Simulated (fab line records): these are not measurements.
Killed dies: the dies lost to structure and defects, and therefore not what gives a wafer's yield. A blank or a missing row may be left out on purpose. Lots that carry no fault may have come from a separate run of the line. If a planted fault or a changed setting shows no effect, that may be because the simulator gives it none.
Matching of chambers / flow n5-finfet / N5_MOL_CONTACT_COAG_ETCH_110 on rie-diel-06 has 4 sister chambers
The step etches Si in CF4/O2, target depth 2.5 nm, time 8 s. 8 wafers are shown with their chamber, then 7 later ones without.

== WAFERS WITH THEIR CHAMBER ==
wafer=L343.5; chamber=1; showerhead-plenum-p-Torr (Torr)=2.19; throttle-valve-pct (%)=11.10
wafer=L344.1; chamber=0; showerhead-plenum-p-Torr (Torr)=2.19; throttle-valve-pct (%)=10.34
wafer=L344.5; chamber=0; showerhead-plenum-p-Torr (Torr)=2.19; throttle-valve-pct (%)=10.36
wafer=L348.1; chamber=3; showerhead-plenum-p-Torr (Torr)=2.24; throttle-valve-pct (%)=10.94
wafer=L348.3; chamber=2; showerhead-plenum-p-Torr (Torr)=2.30; throttle-valve-pct (%)=11.09
wafer=L348.5; chamber=2; showerhead-plenum-p-Torr (Torr)=2.30; throttle-valve-pct (%)=11.05
wafer=L350.1; chamber=3; showerhead-plenum-p-Torr (Torr)=2.23; throttle-valve-pct (%)=10.94
wafer=L350.3; chamber=1; showerhead-plenum-p-Torr (Torr)=2.18; throttle-valve-pct (%)=10.39

== WAFERS WITH NO CHAMBER GIVEN ==
wafer=L350.6; showerhead-plenum-p-Torr (Torr)=2.30; throttle-valve-pct (%)=11.09
wafer=L352.3; showerhead-plenum-p-Torr (Torr)=2.23; throttle-valve-pct (%)=10.94
wafer=L352.4; showerhead-plenum-p-Torr (Torr)=2.30; throttle-valve-pct (%)=11.09
wafer=L352.5; showerhead-plenum-p-Torr (Torr)=2.18; throttle-valve-pct (%)=10.39
wafer=L356.1; showerhead-plenum-p-Torr (Torr)=2.23; throttle-valve-pct (%)=10.96
wafer=L356.2; showerhead-plenum-p-Torr (Torr)=2.30; throttle-valve-pct (%)=11.12
wafer=L356.3; showerhead-plenum-p-Torr (Torr)=2.18; throttle-valve-pct (%)=10.42

== WHICH CHAMBER EACH WENT THROUGH ==
wafer=L350.6; from the rows above=2; in truth=2
wafer=L352.3; from the rows above=3; in truth=3
wafer=L352.4; from the rows above=2; in truth=2
wafer=L352.5; from the rows above=can't be placed: 1 or 0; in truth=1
wafer=L356.1; from the rows above=3; in truth=3
wafer=L356.2; from the rows above=2; in truth=2
wafer=L356.3; from the rows above=can't be placed: 1 or 0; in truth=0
Placed correctly: 5 of 7. These rows do not allow placing 2 (true chamber among the candidates in 2). 0 placed wrongly.
How it was worked out, from the rows above alone: a wafer's distance from a chamber is the root of the sum, over the readings, of the square of ((its reading less the chamber's mean) divided by the reading's scatter). If the next closest chamber is less than 2 further off than the closest, the wafer can't be placed; otherwise it belongs to the closest. For every chamber, the mean is computed from those of its wafers that are shown. The scatter is the square root of a quotient: the sum, over the shown wafers, of each reading's squared deviation from its chamber's mean, divided by wafers minus chambers.
